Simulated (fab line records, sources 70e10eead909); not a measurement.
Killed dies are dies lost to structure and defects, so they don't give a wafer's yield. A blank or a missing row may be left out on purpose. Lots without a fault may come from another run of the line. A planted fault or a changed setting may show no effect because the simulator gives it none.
fab line records | flow nand_harc
record lots=24 wafers=72 last_day=24
route steps=1159 shown A_STAIRCASE@557
lots that met no fault: from a run of the same line without faults
start_h: hours from the record's first day to the start of the lot's first wafer shown | wait_h: hours since the lot's step before | " the same as in the row above | L1.1+2: a row that stands for several wafers | - no value, or no start given | * or withheld: withheld | < > ~ a bound
route shown NAME@n: a module of which the file shows steps, and the number in the route of the first | usual: mean/standard deviation of fault-free wafers | same: alike in all rows | chamber/n: place in a boat | sites: the reading at each site | _std_site: their standard deviation | _edge_site: outer sites' mean less inner sites' | radius_mm: how far each site lies from the wafer's centre | mask NAME#n: copy n | behind: the tool/chamber that last shaped the wafer | hold: why the lot was held/for how many hours/how that ended | device: the transistor (n, p or np) that didn't switch | end of line: the same wafers' tests at the end of the route | a step without rows: its recipe alone | killed: dies lost to structure and defects at the first sort, not the wafer's yield | map: a wafer's dies, x killed, . not, _ none there
set.NAME: the setting as run; set.NAME@STEP: as run at that earlier step | model.NAME: the simulator's own value behind a step, which no gauge read
steps of the route over a sample of lots; a table a step, a row a wafer
services: from which hour (start_h, from the record's first day; less than 0 if before it) a tool's chamber was out of use, for how many hours, and why
## steps
# step NHARC_A_STAIRCASE_TRIM_20
# recipe time_s=211.2 o2_flow_sccm=500 ar_flow_sccm=0 bias_w=0 chemistry=O2
# usual drypump_motor_current_A=5.7/0.37 oes_product_au=1.003/0.011 rf_vpp_V=57.6/0.91 showerhead_plenum_p_Torr=3.50/0.15 throttle_valve_pct=17.037/0.0097
# columns lot.wafer tool chamber start_h wait_h drypump_motor_current_A oes_product_au rf_hours_counter_h rf_vpp_V showerhead_plenum_p_Torr throttle_valve_pct
L074.1 rie_diel-06 2 229.17 0.1 5.5 0.991 56 57.8 3.28 17.055
L074.4 " 3 " " 6.0 1.000 53 57.6 3.31 17.052
L074.3 " 1 " " 6.0 1.016 53 57.1 3.57 17.031
L075.3 rie_diel-06 3 239.41 0.1 6.0 0.996 56 57.0 3.31 17.037
L075.4 " 0 " " 5.1 0.995 54 57.7 3.42 17.030
L075.5 " 2 " " 5.5 1.001 - 55.6 3.28 17.032
L076.1 rie_diel-02 2 239.92 0.1 5.4 1.019 22 57.5 3.69 17.021
L076.2 " 3 " " 5.9 1.014 30 57.8 3.61 17.028
L076.6 " 2 " " 5.4 1.012 - 57.2 3.69 17.041
L078.1 rie_diel-13 1 252.88 0.1 5.6 1.000 55 58.3 3.55 17.045
L078.3 " 2 " " 5.7 1.013 59 58.1 3.40 17.043
L078.6 " 0 " " 5.1 1.014 - 58.3 3.38 17.031
L077.4 rie_diel-02 2 252.99 0.1 5.4 1.010 29 59.6 3.69 17.034
L077.2 " 3 " " 5.9 1.012 37 57.7 3.61 17.010
L077.1 " 0 " " 6.4 1.006 34 57.9 3.32 17.023
L079.3 rie_diel-06 2 264.41 0.1 5.5 1.001 4 59.2 3.81 17.027
L079.1 " 3 " " 6.0 0.973 4 56.8 3.30 17.040
L079.5 " 1 " " 6.0 1.020 - 58.1 3.56 17.024
L080.1 rie_diel-06 2 271.69 0.1 5.5 1.006 5 58.1 3.81 17.031
L080.4 " 0 " " 5.1 1.007 6 57.7 3.42 17.029
L080.5 " 2 " " 5.5 1.006 - 58.5 3.81 17.029
L081.2 rie_diel-13 0 272.01 0.1 5.1 1.002 64 57.2 3.38 17.057
L081.3 " 2 " " 5.7 0.995 64 57.0 3.40 17.036
L081.4 " 3 " " 5.8 0.998 63 59.0 3.58 17.041
L083.1 rie_diel-02 0 283.20 0.1 6.4 1.005 47 57.5 3.31 17.045
L083.2 " 1 " " 6.0 1.000 52 58.8 3.53 17.041
L083.5 " 2 " " 5.4 1.010 - 58.5 3.68 17.046
L082.2 rie_diel-06 3 283.54 0.1 6.0 0.978 11 57.6 3.30 17.036
L082.4 " 0 " " 5.1 1.003 11 57.5 3.41 17.034
L082.1 " 2 " " 5.5 0.997 10 60.4 3.80 17.039
L084.3 rie_diel-02 3 289.63 0.1 5.9 1.002 52 57.3 3.60 17.044
L084.4 " 0 " " 6.4 1.003 50 56.4 3.31 17.042
L084.5 " 1 " " 6.0 0.991 - 57.5 3.53 17.034
L088.2 rie_diel-13 3 309.91 0.1 5.7 0.994 7 56.0 3.58 17.052
L088.4 " 0 " " 5.1 1.005 6 56.7 3.37 17.030
L088.3 " 1 " " 5.6 1.007 7 56.8 3.54 17.033
L086.3 rie_diel-06 0 313.50 0.1 5.1 0.987 21 56.8 3.41 17.041
L086.1 " 3 " " 6.0 0.990 19 57.7 3.30 17.032
L086.5 " 0 " " 5.1 0.998 - 56.3 3.41 17.040
L087.3 rie_diel-02 3 314.05 0.2 5.9 1.010 58 57.8 3.60 17.036
L087.2 " 0 " " 6.4 0.993 56 57.4 3.31 17.044
L087.5 " 3 " " 5.9 1.002 - 58.1 3.60 17.030
L089.4 rie_diel-13 3 319.28 0.1 5.7 0.993 10 58.2 3.57 17.034
L089.5 " 1 " " 5.6 1.008 - 55.9 3.54 17.045
L089.6 " 2 " " 5.7 0.990 - 58.5 3.39 17.037
L085.4 rie_diel-02 3 322.25 0.1 5.9 1.019 61 57.8 3.60 17.043
L085.3 " 0 " " 6.4 0.995 59 57.5 3.31 17.049
L085.5 " 0 " " 6.4 1.003 - 56.5 3.31 17.052
L090.2 rie_diel-02 1 338.09 0.1 6.0 0.999 0 58.3 3.52 17.033
L090.4 " 0 " " 6.4 1.009 0 57.0 3.31 17.037
L090.6 " 2 " " 5.4 1.020 - 57.5 3.67 17.026
L091.2 rie_diel-13 3 339.50 0.1 5.8 0.995 18 58.4 3.57 17.044
L091.1 " 0 " " 5.1 1.011 18 56.9 3.37 17.057
L091.6 " 2 " " 5.7 0.995 - 59.4 3.39 17.033
L092.3 rie_diel-06 1 340.53 0.1 6.0 1.020 32 57.4 3.55 17.033
L092.2 " 2 " " 5.5 1.009 31 58.8 3.79 17.035
L092.6 " 3 " " 6.0 1.001 - 55.6 3.29 17.033
L093.1 rie_diel-02 0 343.63 0.1 6.4 1.004 2 57.7 3.30 17.055
L093.3 " 1 " " 5.9 1.003 2 58.4 3.52 17.031
L093.5 " 3 " " 5.9 1.022 - 59.1 3.59 17.041
L094.4 rie_diel-06 1 350.38 0.1 6.1 1.017 35 59.1 3.54 17.038
L094.2 " 0 " " 5.1 0.986 38 58.0 3.40 17.049
L094.6 " 2 " " 5.5 0.991 - 58.6 3.79 17.032
L097.1 rie_diel-06 3 360.21 0.1 6.0 0.992 38 56.2 3.29 17.033
L097.2 " 2 " " 5.5 1.006 38 58.3 3.79 17.035
L097.5 " 0 " " 5.1 0.984 - 58.1 3.40 17.037
L096.3 rie_diel-06 2 361.29 0.1 5.5 1.001 38 58.4 3.79 17.045
L096.4 " 3 " " 6.0 0.996 39 57.2 3.29 17.040
L096.5 " 0 " " 5.1 0.968 - 55.8 3.40 17.004
L095.4 rie_diel-13 0 375.07 0.1 5.1 0.997 34 57.8 3.36 17.037
L095.1 " 1 " " 5.6 1.018 35 57.2 3.53 17.030
L095.6 " 0 " " 5.1 0.992 - 56.9 3.36 17.036
# step NHARC_A_STAIRCASE_TRIM_191
# recipe time_s=211.2 o2_flow_sccm=500 ar_flow_sccm=0 bias_w=0 chemistry=O2
# usual drypump_motor_current_A=5.7/0.37 oes_product_au=1.001/0.0096 rf_vpp_V=57.7/0.92 showerhead_plenum_p_Torr=3.50/0.15 throttle_valve_pct=17.036/0.01
# columns lot.wafer tool chamber start_h wait_h drypump_motor_current_A oes_product_au rf_hours_counter_h rf_vpp_V showerhead_plenum_p_Torr throttle_valve_pct
L074.3 rie_diel-13 2 - - 5.6 1.008 53 57.9 3.41 17.045
L074.4 " 3 " " 5.7 1.016 52 57.9 3.59 17.022
L074.1 " 1 " " 5.6 1.005 47 56.6 3.55 17.039
L075.3 rie_diel-13 0 - - 5.1 1.001 54 56.7 3.38 17.046
L075.4 " 1 " " 5.6 1.001 50 57.8 3.55 17.038
L075.5 " 2 " " 5.7 1.001 - 57.9 3.40 17.035
L076.2 rie_diel-13 3 - - 5.8 1.002 55 57.7 3.59 17.010
L076.1 " 1 " " 5.6 1.009 50 59.2 3.55 17.037
L076.6 " 0 " " 5.1 1.001 - 57.9 3.38 17.030
L078.1 rie_diel-06 1 - - 6.0 1.001 0 57.6 3.56 17.058
L078.3 " 2 " " 5.5 0.996 1 57.8 3.81 17.029
L078.6 " 0 " " 5.1 0.997 - 57.5 3.42 17.038
L077.2 rie_diel-02 0 - - 6.4 1.012 35 58.0 3.32 17.043
L077.4 " 1 " " 5.9 1.005 40 58.3 3.53 17.054
L077.1 " 3 " " 5.9 1.016 38 58.7 3.61 17.039
L079.1 rie_diel-06 3 - - 6.0 0.985 5 58.7 3.30 17.037
L079.3 " 0 " " 5.1 1.010 4 57.8 3.42 17.045
L079.5 " 0 " " 5.1 1.002 - 58.6 3.42 17.028
L080.1 rie_diel-13 3 - - 5.8 1.001 65 57.2 3.58 17.054
L080.4 " 0 " " 5.1 0.998 65 56.3 3.38 17.057
L080.5 " 0 " " 5.1 1.002 - 58.7 3.38 17.045
L081.4 rie_diel-02 3 - - 5.9 1.002 45 58.3 3.61 17.050
L081.2 " 1 " " 6.0 0.998 47 56.8 3.53 17.044
L081.3 " 2 " " 5.4 1.014 35 58.6 3.69 17.019
L082.4 rie_diel-06 0 - - 5.1 1.009 13 57.8 3.41 17.040
L082.1 " 2 " " 5.5 0.998 11 58.6 3.80 17.036
L082.2 " 3 " " 6.0 1.001 12 57.8 3.30 17.048
L083.1 rie_diel-06 2 - - 5.5 1.005 11 59.9 3.80 17.042
L083.2 " 3 " " 6.0 0.982 13 58.3 3.30 17.041
L083.5 " 1 " " 6.0 1.000 - 58.3 3.56 17.032
L084.3 rie_diel-06 3 - - 6.0 0.981 15 57.8 3.30 17.037
L084.4 " 2 " " 5.5 1.005 15 57.9 3.80 17.030
L084.5 " 3 " " 6.0 0.981 - 55.8 3.30 17.054
L088.3 rie_diel-13 3 - - 5.8 1.003 8 57.7 3.58 17.033
L088.4 " 0 " " 5.1 1.009 7 57.5 3.37 17.028
L088.2 " 2 " " 5.7 0.989 9 56.8 3.39 17.028
L087.3 rie_diel-06 3 - - 6.0 0.991 22 55.9 3.29 17.048
L087.2 " 0 " " 5.1 0.984 24 58.3 3.41 17.027
L087.5 " 0 " " 5.1 0.992 - 56.5 3.41 17.038
L086.1 rie_diel-06 1 - - 6.0 1.016 24 58.8 3.55 17.033
L086.3 " 0 " " 5.1 0.997 25 57.4 3.41 17.019
L086.5 " 2 " " 5.5 1.001 - 59.3 3.80 17.045
L089.4 rie_diel-02 3 - - 5.9 1.005 61 58.1 3.60 17.038
L089.6 " 1 " " 6.0 1.008 - 57.8 3.52 17.040
L089.5 " 2 " " 5.4 1.021 - 57.1 3.68 17.032
L085.3 rie_diel-13 2 - - 5.7 0.990 14 56.9 3.39 17.005
L085.4 " 3 " " 5.7 0.992 13 57.2 3.57 17.033
L085.5 " 2 " " 5.7 1.003 - 57.4 3.39 17.042
L090.4 rie_diel-13 0 - - 5.1 0.994 19 58.2 3.36 17.018
L090.2 " 1 " " 5.6 0.997 21 58.2 3.54 17.019
L090.6 " 3 " " 5.7 0.988 - 59.1 3.57 17.047
L091.1 rie_diel-13 3 - - 5.8 0.995 19 59.5 3.57 17.035
L091.2 " 0 " " 5.1 1.001 19 56.4 3.36 17.034
L091.6 " 1 " " 5.6 1.008 - 56.6 3.53 17.044
L092.2 rie_diel-06 1 - - 6.0 1.016 34 57.8 3.55 17.025
L092.3 " 3 " " 6.0 0.985 33 57.1 3.29 17.031
L092.6 " 1 " " 6.0 1.009 - 57.3 3.55 17.025
L093.1 rie_diel-06 3 - - 6.0 0.989 34 57.1 3.29 17.047
L093.3 " 0 " " 5.1 0.988 37 56.9 3.40 17.024
L093.5 " 3 " " 6.0 0.987 - 57.3 3.29 17.048
L094.4 rie_diel-06 2 - - 5.5 1.015 35 57.7 3.79 17.043
L094.2 " 1 " " 6.0 1.009 36 57.3 3.54 17.034
L094.6 " 2 " " 5.5 0.998 - 58.4 3.79 17.058
L097.1 rie_diel-02 0 - - 6.4 1.003 12 57.4 3.30 17.038
L097.2 " 1 " " 6.0 0.995 11 57.9 3.51 17.026
L097.5 " 0 " " 6.4 1.012 - 56.0 3.30 17.058
L096.4 rie_diel-13 3 - - 5.7 1.003 28 56.5 3.56 17.034
L096.3 " 1 " " 5.6 1.011 32 57.1 3.53 17.035
L096.5 " 3 " " 5.7 1.002 - 58.0 3.56 17.039
L095.4 rie_diel-06 3 - - 6.0 1.001 43 59.0 3.28 17.026
L095.1 " 0 " " 5.1 0.985 46 57.2 3.40 17.047
L095.6 " 2 " " 5.5 1.010 - 58.9 3.79 17.037
# step NHARC_A_STAIRCASE_ETCH_192
# recipe target_depth_a=1000 time_s=40.5 ion_energy_ev=400 c4f8_flow_sccm=20 o2_flow_sccm=10 ar_flow_sccm=withheld rf_w=600 bias_w=1000 chemistry=C4F8/O2
# usual oes_product_au=0.944/0.011 rf_vpp_V=895/5.7
# columns lot.wafer tool chamber start_h wait_h oes_product_au rf_hours_counter_h rf_vpp_V
L074.1 rie_diel-13 0 - - 0.943 51 890
L074.4 " 1 " " 0.947 47 897
L074.3 " 3 " " 0.943 52 896
L075.4 rie_diel-13 0 - - 0.935 54 891
L075.3 " 2 " " 0.954 55 891
L075.5 " 3 " " 0.939 - 897
L076.2 rie_diel-13 0 - - 0.940 55 890
L076.1 " 2 " " 0.940 56 893
L076.6 " 0 " " 0.923 - 891
L078.3 rie_diel-06 2 - - 0.946 1 907
L078.1 " 1 " " 0.943 0 897
L078.6 " 3 " " 0.939 - 886
L077.4 rie_diel-02 0 - - 0.948 35 888
L077.2 " 1 " " 0.941 40 897
L077.1 " 3 " " 0.956 38 899
L079.3 rie_diel-06 1 - - 0.952 3 897
L079.1 " 2 " " 0.945 4 906
L079.5 " 1 " " 0.963 - 897
L080.1 rie_diel-13 1 - - 0.957 61 895
L080.4 " 3 " " 0.944 65 898
L080.5 " 0 " " 0.953 - 890
L081.3 rie_diel-02 2 - - 0.960 35 902
L081.4 " 3 " " 0.938 45 899
L081.2 " 0 " " 0.952 43 887
L082.1 rie_diel-06 3 - - 0.951 12 888
L082.4 " 0 " " 0.941 13 891
L082.2 " 1 " " 0.951 12 897
L083.2 rie_diel-06 3 - - 0.941 13 888
L083.1 " 1 " " 0.943 12 896
L083.5 " 0 " " 0.930 - 892
L084.3 rie_diel-06 0 - - 0.954 16 893
L084.4 " 1 " " 0.971 15 896
L084.5 " 2 " " 0.953 - 906
L088.4 rie_diel-13 1 - - 0.949 8 897
L088.2 " 2 " " 0.925 9 890
L088.3 " 0 " " 0.948 7 890
L087.3 rie_diel-06 3 - - 0.934 22 887
L087.2 " 0 " " 0.929 24 891
L087.5 " 2 " " 0.954 - 905
L086.3 rie_diel-06 1 - - 0.936 24 897
L086.1 " 3 " " 0.936 23 887
L086.5 " 0 " " 0.920 - 892
L089.4 rie_diel-02 3 - - 0.950 61 899
L089.6 " 1 " " 0.937 - 896
L089.5 " 2 " " 0.950 - 901
L085.4 rie_diel-13 2 - - 0.931 14 892
L085.3 " 0 " " 0.954 13 889
L085.5 " 2 " " 0.933 - 889
L090.2 rie_diel-13 0 - - 0.951 19 890
L090.4 " 2 " " 0.929 21 891
L090.6 " 0 " " 0.955 - 891
L091.2 rie_diel-13 2 - - 0.918 22 891
L091.1 " 0 " " 0.938 19 890
L091.6 " 3 " " 0.933 - 897
L092.3 rie_diel-06 0 - - 0.933 37 893
L092.2 " 2 " " 0.946 32 905
L092.6 " 0 " " 0.931 - 890
L093.1 rie_diel-06 0 - - 0.956 37 892
L093.3 " 1 " " 0.959 34 897
L093.5 " 3 " " 0.938 - 887
L094.4 rie_diel-06 0 - - 0.943 39 892
L094.2 " 2 " " 0.946 35 905
L094.6 " 0 " " 0.939 - 892
L097.1 rie_diel-02 2 - - 0.964 10 900
L097.2 " 1 " " 0.934 11 895
L097.5 " 3 " " 0.969 - 899
L096.4 rie_diel-13 3 - - 0.938 28 897
L096.3 " 1 " " 0.950 32 896
L096.5 " 0 " " 0.938 - 890
L095.1 rie_diel-06 0 - - 0.935 46 892
L095.4 " 2 " " 0.939 39 906
L095.6 " 0 " " 0.940 - 891
# step NHARC_A_STAIRCASE_ETCH_194
# recipe target_depth_a=1000 time_s=40.5 ion_energy_ev=400 c4f8_flow_sccm=20 o2_flow_sccm=10 ar_flow_sccm=withheld rf_w=600 bias_w=1000 chemistry=C4F8/O2
# usual oes_product_au=0.943/0.01 rf_vpp_V=895/5.5
# columns lot.wafer tool chamber start_h wait_h oes_product_au rf_hours_counter_h rf_vpp_V
L074.4 rie_diel-13 3 - - 0.948 52 899
L074.1 " 0 " " 0.952 52 890
L074.3 " 1 " " 0.952 47 897
L075.3 rie_diel-13 0 - - 0.943 54 889
L075.4 " 3 " " 0.967 55 898
L075.5 " 0 " " 0.945 - 890
L076.1 rie_diel-13 2 - - 0.945 56 892
L076.2 " 0 " " 0.946 55 891
L076.6 " 3 " " 0.938 - 897
L078.3 rie_diel-06 1 - - 0.953 0 897
L078.1 " 0 " " 0.945 1 892
L078.6 " 2 " " 0.965 - 905
L077.1 rie_diel-02 3 - - 0.954 38 900
L077.4 " 1 " " 0.947 40 897
L077.2 " 2 " " 0.965 30 902
L079.3 rie_diel-06 3 - - 0.940 5 887
L079.1 " 1 " " 0.957 3 899
L079.5 " 3 " " 0.931 - 889
L080.4 rie_diel-13 3 - - 0.931 65 898
L080.1 " 0 " " 0.929 66 889
L080.5 " 2 " " 0.939 - 891
L081.4 rie_diel-02 2 - - 0.958 36 902
L081.3 " 3 " " 0.944 45 898
L081.2 " 0 " " 0.948 43 889
L082.2 rie_diel-06 1 - - 0.953 12 897
L082.1 " 2 " " 0.945 12 906
L082.4 " 3 " " 0.929 13 890
L083.1 rie_diel-06 1 - - 0.942 12 898
L083.2 " 3 " " 0.940 13 887
L083.5 " 1 " " 0.946 - 898
L084.3 rie_diel-06 0 - - 0.943 16 892
L084.4 " 2 " " 0.946 15 905
L084.5 " 1 " " 0.949 - 896
L088.4 rie_diel-13 2 - - 0.926 9 891
L088.2 " 0 " " 0.932 7 891
L088.3 " 1 " " 0.956 8 897
L087.3 rie_diel-06 2 - - 0.936 22 906
L087.2 " 3 " " 0.925 22 888
L087.5 " 3 " " 0.933 - 888
L086.1 rie_diel-06 2 - - 0.925 23 905
L086.3 " 0 " " 0.929 26 891
L086.5 " 3 " " 0.948 - 887
L089.4 rie_diel-02 1 - - 0.948 64 897
L089.6 " 0 " " 0.947 - 888
L089.5 " 1 " " 0.950 - 898
L085.4 rie_diel-13 0 - - 0.951 13 891
L085.3 " 3 " " 0.946 13 899
L085.5 " 0 " " 0.957 - 890
L090.4 rie_diel-13 3 - - 0.941 19 898
L090.2 " 2 " " 0.931 21 891
L090.6 " 0 " " 0.949 - 890
L091.1 rie_diel-13 0 - - 0.941 19 891
L091.2 " 1 " " 0.937 22 897
L091.6 " 0 " " 0.938 - 889
L092.3 rie_diel-06 0 - - 0.948 37 891
L092.2 " 2 " " 0.931 32 906
L092.6 " 3 " " 0.933 - 887
L093.3 rie_diel-06 3 - - 0.930 34 887
L093.1 " 1 " " 0.944 35 898
L093.5 " 0 " " 0.933 - 890
L094.4 rie_diel-06 0 - - 0.923 39 892
L094.2 " 2 " " 0.936 35 905
L094.6 " 3 " " 0.934 - 887
L097.1 rie_diel-02 3 - - 0.958 11 899
L097.2 " 0 " " 0.945 12 889
L097.5 " 3 " " 0.966 - 897
L096.4 rie_diel-13 2 - - 0.943 31 891
L096.3 " 0 " " 0.944 30 890
L096.5 " 2 " " 0.940 - 893
L095.1 rie_diel-06 2 - - 0.931 39 904
L095.4 " 0 " " 0.937 46 892
L095.6 " 2 " " 0.940 - 906
# step NHARC_A_STAIRCASE_TRIM_220
# recipe time_s=211.2 o2_flow_sccm=500 ar_flow_sccm=0 bias_w=0 chemistry=O2
# usual drypump_motor_current_A=5.7/0.39 oes_product_au=1.003/0.0096 rf_vpp_V=57.9/0.91 showerhead_plenum_p_Torr=3.50/0.15 throttle_valve_pct=17.035/0.0096
# columns lot.wafer tool chamber start_h wait_h drypump_motor_current_A oes_product_au rf_hours_counter_h rf_vpp_V showerhead_plenum_p_Torr throttle_valve_pct
L074.3 rie_diel-13 1 236.68 0.1 5.6 1.011 48 57.4 3.55 17.032
L074.1 " 2 " " 5.7 1.011 54 57.4 3.41 17.048
L074.4 " 3 " " 5.7 1.014 53 56.8 3.59 17.036
L075.3 rie_diel-02 3 246.58 0.2 5.9 1.010 33 57.1 3.61 17.054
L075.4 " 2 " " 5.4 1.010 25 59.1 3.69 17.033
L075.5 " 0 " " 6.4 1.012 - 58.6 3.32 17.049
L076.1 rie_diel-13 0 247.21 0.1 5.1 1.000 55 58.5 3.38 17.037
L076.2 " 1 " " 5.6 1.008 51 58.3 3.55 17.043
L076.6 " 0 " " 5.1 1.007 - 57.7 3.38 17.040
L078.3 rie_diel-06 1 259.20 0.1 6.1 1.001 1 59.1 3.56 17.056
L078.1 " 2 " " 5.5 1.000 2 59.0 3.81 17.036
L078.6 " 1 " " 6.0 1.008 - 59.6 3.56 17.033
L077.1 rie_diel-13 1 260.05 0.1 5.6 1.010 56 57.4 3.55 17.033
L077.2 " 2 " " 5.7 1.006 60 56.1 3.40 17.012
L077.4 " 0 " " 5.1 1.015 60 58.8 3.38 17.045
L079.3 rie_diel-02 1 270.99 0.3 6.0 1.002 45 57.6 3.53 17.025
L079.1 " 0 " " 6.4 1.005 41 58.1 3.32 17.042
L079.5 " 1 " " 5.9 1.001 - 58.5 3.53 17.051
L080.1 rie_diel-06 3 279.01 0.1 6.0 0.990 9 57.0 3.30 17.056
L080.4 " 2 " " 5.5 1.011 8 59.3 3.80 17.028
L080.5 " 3 " " 6.0 0.990 - 56.4 3.30 17.028
L081.3 rie_diel-02 0 279.40 0.1 6.4 1.005 45 56.6 3.31 17.031
L081.4 " 1 " " 6.0 1.003 50 57.7 3.53 17.025
L081.2 " 2 " " 5.4 1.014 39 57.4 3.68 17.038
L082.1 rie_diel-02 3 290.28 0.1 5.9 0.999 53 57.3 3.60 17.019
L082.2 " 0 " " 6.4 1.015 51 58.0 3.31 17.037
L082.4 " 1 " " 6.0 1.005 54 57.9 3.53 17.039
L083.1 rie_diel-02 1 290.64 0.1 5.9 0.996 54 58.4 3.52 17.030
L083.2 " 0 " " 6.4 1.007 51 57.4 3.31 17.037
L083.5 " 1 " " 5.9 0.994 - 57.7 3.52 17.031
L084.3 rie_diel-06 2 295.90 0.1 5.4 1.008 16 58.7 3.80 17.045
L084.4 " 1 " " 6.0 1.003 16 59.3 3.56 17.020
L084.5 " 2 " " 5.5 1.002 - 58.2 3.80 17.046
L088.2 rie_diel-06 0 318.14 0.3 5.2 0.986 24 57.8 3.41 17.035
L088.3 " 2 " " 5.4 0.999 22 59.4 3.80 17.028
L088.4 " 3 " " 6.0 0.996 23 56.8 3.29 17.045
L087.2 rie_diel-06 0 321.10 0.1 5.1 0.991 27 56.7 3.41 17.028
L087.3 " 1 " " 6.0 1.013 25 57.1 3.55 17.025
L087.5 " 0 " " 5.1 0.999 - 58.2 3.41 17.047
L086.1 rie_diel-06 2 322.33 0.1 5.5 0.990 24 58.2 3.79 17.028
L086.3 " 1 " " 6.1 1.006 26 58.2 3.55 17.052
L086.5 " 2 " " 5.5 0.998 - 57.6 3.79 17.030
L089.4 rie_diel-02 3 326.04 0.1 5.9 1.006 62 57.1 3.60 17.043
L089.5 " 3 " " 5.9 0.999 - 57.6 3.60 17.024
L089.6 " 0 " " 6.4 0.997 - 57.0 3.31 17.028
L085.3 rie_diel-06 0 328.68 0.1 5.1 1.001 29 57.7 3.41 17.019
L085.4 " 3 " " 6.0 0.996 26 56.1 3.29 17.032
L085.5 " 1 " " 6.0 1.022 - 56.1 3.55 17.031
L090.2 rie_diel-02 2 344.61 0.2 5.4 1.019 2 59.1 3.67 17.041
L090.4 " 3 " " 5.9 1.026 2 58.8 3.59 17.047
L090.6 " 1 " " 6.0 0.997 - 57.2 3.52 17.038
L091.1 rie_diel-02 0 346.42 0.1 6.4 1.008 3 56.2 3.30 17.061
L091.2 " 1 " " 5.9 0.993 3 58.0 3.52 17.031
L091.6 " 3 " " 5.9 1.025 - 57.8 3.59 17.023
L092.2 rie_diel-13 3 347.27 0.1 5.7 1.004 21 59.9 3.57 17.042
L092.3 " 0 " " 5.1 1.008 21 58.4 3.36 17.033
L092.6 " 2 " " 5.7 0.995 - 57.6 3.39 17.012
L093.1 rie_diel-13 2 350.41 0.1 5.7 0.989 25 57.4 3.39 17.024
L093.3 " 0 " " 5.1 1.000 23 57.1 3.36 17.038
L093.5 " 1 " " 5.6 1.004 - 58.2 3.53 17.013
L094.2 rie_diel-06 3 358.07 0.1 6.0 0.997 37 58.5 3.29 17.048
L094.4 " 0 " " 5.1 0.986 40 57.8 3.40 17.020
L094.6 " 1 " " 6.0 1.023 - 58.2 3.54 17.039
L097.1 rie_diel-06 3 368.79 0.1 6.0 0.996 40 57.9 3.28 17.031
L097.2 " 0 " " 5.1 0.989 43 58.6 3.40 17.034
L097.5 " 3 " " 6.0 0.986 - 57.7 3.29 17.028
L096.4 rie_diel-13 1 371.01 0.1 5.6 1.014 33 57.3 3.53 17.018
L096.3 " 2 " " 5.7 1.004 32 58.1 3.38 17.033
L096.5 " 0 " " 5.1 0.998 - 58.4 3.36 17.047
L095.4 rie_diel-06 0 381.31 0.1 5.1 0.986 47 59.1 3.40 17.038
L095.1 " 1 " " 6.0 1.006 44 57.3 3.54 17.028
L095.6 " 0 " " 5.1 0.981 - 57.2 3.40 17.056
# step NHARC_A_STAIRCASE_HM_DEP_456
# recipe target_thk_a=15000 temp_c=400 material=aC
# usual throttle_valve_pct=35.000/0.009
# columns lot.wafer tool chamber start_h wait_h throttle_valve_pct
L074.1 acl_dep-02 0 242.50 - 34.997
L074.3 " 0 " " 35.019
L074.4 " 0 " " 35.000
L076.1 acl_dep-02 0 254.56 - 34.995
L076.2 " 0 " " 34.999
L076.6 " 0 256.09 - 34.998
L075.3 acl_dep-01 0 254.92 - 34.993
L075.4 " 0 " " 34.993
L075.5 " 0 " " 34.986
L078.1 acl_dep-01 0 264.17 - 34.990
L078.3 " 0 " " 35.009
L078.6 " 0 " " 35.003
L077.1 acl_dep-02 0 265.17 - 34.994
L077.2 " 0 " " 35.003
L077.4 " 0 " " 35.005
L079.1 acl_dep-01 0 276.57 - 34.986
L079.3 " 0 " " 35.002
L079.5 " 0 " " 35.014
L080.1 acl_dep-03 0 284.26 - 35.010
L080.4 " 0 " " 35.003
L080.5 " 0 " " 35.016
L081.2 acl_dep-02 0 285.43 - 35.024
L081.3 " 0 " " 35.008
L081.4 " 0 " " 35.000
L082.1 acl_dep-03 0 295.59 - 34.982
L082.2 " 0 " " 35.000
L082.4 " 0 " " 35.000
L083.1 acl_dep-03 0 297.46 - 34.991
L083.2 " 0 " " 35.000
L083.5 " 0 " " 34.995
L084.3 acl_dep-03 0 306.62 - 34.996
L084.4 " 0 " " 34.995
L084.5 " 0 " " 34.995
L088.2 acl_dep-01 0 323.62 - 35.007
L088.3 " 0 " " 34.995
L088.4 " 0 " " 34.992
L087.2 acl_dep-01 0 326.10 - 34.996
L087.3 " 0 " " 35.008
L087.5 " 0 " " 34.997
L086.1 acl_dep-03 0 327.60 - 34.993
L086.3 " 0 " " 35.003
L086.5 " 0 " " 35.006
L089.4 acl_dep-02 0 331.78 - 35.007
L089.5 " 0 " " 35.001
L089.6 " 0 " " 35.006
L085.3 acl_dep-03 0 333.91 - 34.991
L085.4 " 0 " " 35.003
L085.5 " 0 " " 35.002
L090.2 acl_dep-03 0 349.63 - 35.012
L090.4 " 0 " " 34.991
L090.6 " 0 " " 35.003
L091.1 acl_dep-01 0 350.96 - 35.010
L091.2 " 0 " " 35.013
L091.6 " 0 352.51 - 35.000
L092.2 acl_dep-01 0 353.13 - 35.004
L092.3 " 0 " " 35.003
L092.6 " 0 " " 34.983
L093.1 acl_dep-01 0 356.85 - 35.014
L093.3 " 0 " " 34.993
L093.5 " 0 " " 35.007
L094.2 acl_dep-02 0 371.20 - 34.999
L094.4 " 0 " " 34.997
L094.6 " 0 " " 34.986
L097.1 acl_dep-01 0 376.73 - 35.008
L097.2 " 0 " " 35.000
L097.5 " 0 " " 34.996
L096.3 acl_dep-03 0 380.65 - 34.998
L096.4 " 0 " " 35.015
L096.5 " 0 " " 34.992
L095.1 acl_dep-03 0 388.38 - 35.013
L095.4 " 0 " " 34.990
L095.6 " 0 " " 35.011
## services
# columns tool chamber start_h hours kind
rie_diel-06 0 220.81 - clean
rie_diel-06 1 220.81 - clean
rie_diel-06 2 220.81 - clean
rie_diel-06 3 220.81 - clean
rie_diel-13 1 221.55 8.9 repair
acl_dep-03 - 224.17 13.0 pm
rie_diel-06 3 225.42 3.6 repair
rie_diel-06 - 241.55 9.0 pm
rie_diel-06 0 241.55 9.0 vent_cycle
rie_diel-06 1 241.55 13.4 vent_cycle
rie_diel-06 2 241.55 9.0 vent_cycle
rie_diel-06 3 241.55 9.0 vent_cycle
rie_diel-06 0 250.55 - clean
rie_diel-06 2 250.55 - clean
rie_diel-06 2 250.55 - consumable_replace:showerhead
rie_diel-06 3 250.55 - clean
rie_diel-06 0 275.05 - clean
rie_diel-06 1 275.05 - clean
rie_diel-13 - 276.02 9.0 pm
acl_dep-01 - 294.08 13.0 pm
rie_diel-02 - 327.89 9.0 pm
acl_dep-02 - 352.17 13.0 pm
rie_diel-06 2 362.27 12.3 repair
rie_diel-06 3 388.05 109.3 repair
## key
fault none
